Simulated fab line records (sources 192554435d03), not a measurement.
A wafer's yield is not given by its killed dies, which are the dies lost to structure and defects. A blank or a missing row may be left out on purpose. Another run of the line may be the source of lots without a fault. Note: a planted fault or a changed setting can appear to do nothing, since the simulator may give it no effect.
A struck lot beside a sound one / flow n5-finfet / 14 out of 1938 route steps
Sound: these wafers, L934.1, L934.2, L934.3. Struck: wafers L943.1, L943.3, L943.5. Last of all comes the cause.
Per side, at each step with rows, come the tool, then ch with its chambers, and then its first start. Under that, the readings that differ: sound wafers / struck wafers / difference of the means / sigmas: that difference in standard deviations of wafers without a fault.
alike: a reading whose means differ by less than 2 such deviations, as well as words and numbers matching on both sides. not compared: withheld readings; readings where some wafer has no value; bounds like >300 that might hide an equal value; numbers whose values overlap and for which the record gives no deviation.
Wherever a step has rows on one side only, a row that says differs or no value, or a row with sigmas, the two part there. When numbers do not overlap yet have no deviation, they are printed without sigmas and do not part them. A reading that every wafer of one side lacks parts them only if that side has two wafers or more.

N5_FIN_SAQP_PECVD_47: deposits a-Si from SiH4/He, target thk 45 nm, time 36.3 s.
  sound on pecvd-01 ch 0,1,2, day 4 03:04; struck on pecvd-02 ch 0,1, day 6 09:32
  alike: heater-power-w, showerhead-plenum-p-Torr, susceptor-temp-C, throttle-valve-pct
  not compared: since-wet-clean-h
N5_FIN_SAQP_PECVD_48: deposits SiNx from SiH4/NH3/N2, target thk 25 nm, time 22.1 s.
  sound on pecvd-01 ch 0,1,2, day 4 03:07; struck on pecvd-02 ch 0,1, day 6 09:35
  alike: heater-power-w, showerhead-plenum-p-Torr, susceptor-temp-C, throttle-valve-pct
  not compared: since-wet-clean-h
N5_FIN_SAQP_PECVD_06: deposits a-Si from SiH4/He, target thk 60 nm, time 48.1 s.
  sound on pecvd-01 ch 0,1,2, day 4 03:09; struck on pecvd-02 ch 0,1, day 6 09:37
  alike: heater-power-w, showerhead-plenum-p-Torr, susceptor-temp-C, throttle-valve-pct
  not compared: since-wet-clean-h
N5_FIN_SAQP_THK_MEAS_07:
  sound on film-metro-01, day 4 03:14; struck on film-metro-01, day 6 09:43
  alike: thk-nm
N5_FIN_SAQP_HM_DEP_72: deposits SiO2 from SiH4/N2O, target thk 12 nm, time 7.2 s.
  sound on pecvd-04 ch 0,1,2, day 4 03:17; struck on pecvd-01 ch 0,1,2, day 6 09:45
  alike: heater-power-w, showerhead-plenum-p-Torr, susceptor-temp-C
  not compared: since-wet-clean-h
then, 7 steps without rows for these wafers: N5_FIN_SAQP_COAT_49 (time 60 s, resist thk 100 nm); N5_FIN_SAQP_COAT_50 (time 60 s, resist thk 35 nm); N5_FIN_SAQP_COAT_10 (resist thk 90 nm); N5_FIN_SAQP_EBR_12; N5_FIN_SAQP_SOFTBAKE_11 (time 60 s); N5_FIN_SAQP_EXPOSE_13 (exposes mask FIN CORE, target cd 35.6 nm); N5_FIN_SAQP_PEB_14 (peb time 60 s).
N5_FIN_SAQP_DEVELOP_15: develop time 30 s.
  sound on litho-track-04 ch 0, day 4 03:32; struck on litho-track-03, day 6 10:08
  no value came back on the struck wafers for chill-plate-temp-C (C), develop-time-s (s); on the sound wafers chill-plate-temp-C (C) reads 23.14 23.05 23.05
reading=model.CAR-ArF_of_FIN_SAQP_COAT_10.thk-nm (nm); sound=88.19 88.09 88.08; struck=90.05 90.32 90.26; difference=+2.09; sigmas=
N5_FIN_SAQP_CD_MEAS_16: target cd 35.6 nm.
  sound on cd-sem-01 ch 0, day 4 03:36; struck on cd-sem-01 ch 0, day 6 10:12
reading=cd-nm (nm); sound=35.9 35.7 35.5; struck=- - -; difference=no value on the struck wafers; sigmas=

== WHERE THEY PART ==
First at N5_FIN_SAQP_DEVELOP_15; last, within this record, at N5_FIN_SAQP_CD_MEAS_16.

WHY: what had been put in by the simulator
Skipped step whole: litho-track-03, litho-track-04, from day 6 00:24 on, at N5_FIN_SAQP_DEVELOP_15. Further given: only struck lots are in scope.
